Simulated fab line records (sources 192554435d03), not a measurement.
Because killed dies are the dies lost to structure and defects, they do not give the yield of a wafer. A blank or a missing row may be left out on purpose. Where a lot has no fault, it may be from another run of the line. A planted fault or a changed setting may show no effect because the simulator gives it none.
A single fault, viewed from 2 desks ; flow n5 finfet ; each desk has only its own numbers; what lay behind them comes last

## AT THE METROLOGY DESK
What the gauges read for every lot (on any tool): the sampled wafers with a number, averaged. The brackets show how far a lot's mean lies from the usual mean; more than 4 standard deviations puts the lot out of limits, marked OUT. Only the readings that lie furthest out on some lot appear, 7 of the 15 it has.
Columns: A = cd nm at N5_BEOL_M2_CD_MEAS_18, usual 18.00 nm; B = CHAIN_V1_max_site at N5_BEOL_M4_RC_MEAS_101, usual 238 ohm/link; C = IOFF_P at N5_BEOL_M4_RC_MEAS_101, usual 0.206 nA/um; D = ION_P at N5_BEOL_M4_RC_MEAS_101, usual 461 uA/um; E = SERP_M2 at N5_BEOL_M4_RC_MEAS_101, usual 191 ohm/um; F = SERP_M2_max_site at N5_BEOL_M4_RC_MEAS_101, usual 204 ohm/um; G = SS_N at N5_BEOL_M4_RC_MEAS_101, usual 71.5 mV/dec
lot;first seen here;A;B;C;D;E;F;G
L796;day 7 01:05;18.28;236;0.209;457;191;200;72.0
L801;day 8 00:02;17.99;240;0.251;464;201;214;72.0
L805;day 9 04:04;17.77;234;0.205;465;193;206;71.8
L809;day 10 16:11;18.41;232;0.218;464;176;189;71.3
L811;day 10 18:19;18.45;234;0.197;459;188;204;71.1
L812;day 11 00:13;18.91;218;0.240;473;161;170;72.5
L813;day 11 08:18;17.82;241;0.166;453;207;220;71.4
L814;day 11 11:53;17.92;246;0.212;468;196;210;71.4
L816;day 12 00:31;17.88;245;0.188;458;191;205;71.5
This desk's verdict: no lot among the 9 shows anything out of limits.

## FOR THE TOOL OWNER'S DESK: rie diel-04
The tool's own readings at N5_BEOL_M2_ETCH_64 (etches SOC in N2/H2, target depth 75 nm, overetch 22.5 nm, time 121.9 s): means of the sampled wafers that have a number, for each lot that ran on this tool. The brackets show how far a lot's mean lies from the usual mean; more than 4 standard deviations puts the lot out of limits, marked OUT.
Columns: A = drypump motor current A at N5_BEOL_M2_ETCH_64, usual 5.9 A; B = oes product au at N5_BEOL_M2_ETCH_64, usual 0.60 a.u.; C = rf vpp V at N5_BEOL_M2_ETCH_64, usual 523.9 V; D = showerhead plenum p Torr at N5_BEOL_M2_ETCH_64, usual 2.54 Torr; E = throttle valve pct at N5_BEOL_M2_ETCH_64, usual 17.84 %
lot;first seen here;A;B;C;D;E
L796;day 7 04:37;5.9;0.60;524.0;2.56;17.86
L801;day 8 01:45;6.1;0.60;524.3;2.55;17.81
L805;day 9 07:14;5.9;0.68;522.6;2.49;17.76
L809;day 10 18:22;6.0;0.61;524.5;2.57;17.81
L811;day 10 21:18;6.2;0.66;522.0;2.48;17.70
L812;day 11 03:07;6.2;0.66;525.6;2.58;17.62
This desk's verdict: no lot among the 6 shows anything out of limits.

## PUT TOGETHER
From the metrology desk's view, nothing was out of limits.
The desk of the tool owner found nothing out of limits.

## WHAT HAD BEEN PUT IN BY THE SIMULATOR
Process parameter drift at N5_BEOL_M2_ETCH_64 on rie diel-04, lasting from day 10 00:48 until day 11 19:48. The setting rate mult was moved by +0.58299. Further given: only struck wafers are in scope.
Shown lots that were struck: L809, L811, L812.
